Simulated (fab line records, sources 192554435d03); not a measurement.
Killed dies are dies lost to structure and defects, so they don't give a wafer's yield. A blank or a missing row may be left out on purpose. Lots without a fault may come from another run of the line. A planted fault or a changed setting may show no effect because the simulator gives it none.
Chamber matching | flow n5_finfet | N5_BEOL_M10_DEP_56 on pecvd-02: 3 sister chambers
The step deposits SiCN from 3MS/NH3, target thk 15 nm, time 26.5 s. 3 wafers are shown with their chamber, then 9 later ones without.

WAFERS WITH THEIR CHAMBER
wafer  | chamber | throttle_valve_pct (%)
L083.4 | 1       | 9.3
L078.4 | 2       | 8.0
L078.6 | 0       | 8.8

WAFERS WITHOUT THEIR CHAMBER
wafer  | throttle_valve_pct (%)
L087.2 | 9.5
L087.3 | 9.0
L087.5 | 8.9
L091.1 | 9.0
L091.2 | 9.4
L091.4 | 8.8
L094.2 | 8.3
L094.3 | 9.2
L094.4 | 9.4

WHICH CHAMBER EACH WENT THROUGH
wafer  | from the rows above     | in truth
L087.2 | 1                       | 1
L087.3 | can't be placed: 0 or 1 | 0
L087.5 | can't be placed: 0 or 1 | 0
L091.1 | can't be placed: 0 or 1 | 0
L091.2 | 1                       | 1
L091.4 | 0                       | 0
L094.2 | can't be placed: 2 or 0 | 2
L094.3 | can't be placed: 1 or 0 | 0
L094.4 | 1                       | 1
Placed correctly: 4 of 9. Can't be placed from these rows: 5 (the true chamber is among the candidates in 5). Placed wrongly: 0.
How it was worked out, from the rows above alone: a wafer's distance from a chamber is the root of the sum, over the readings, of the square of ((its reading less the chamber's mean) divided by the reading's scatter). The wafer belongs to the nearest chamber; if the next one is less than 2 further off, it can't be placed. A chamber's mean is the mean of its shown wafers. The scatter: with one shown wafer a chamber, the root of the mean of the squares of how far each hidden wafer lies from its nearest shown one.
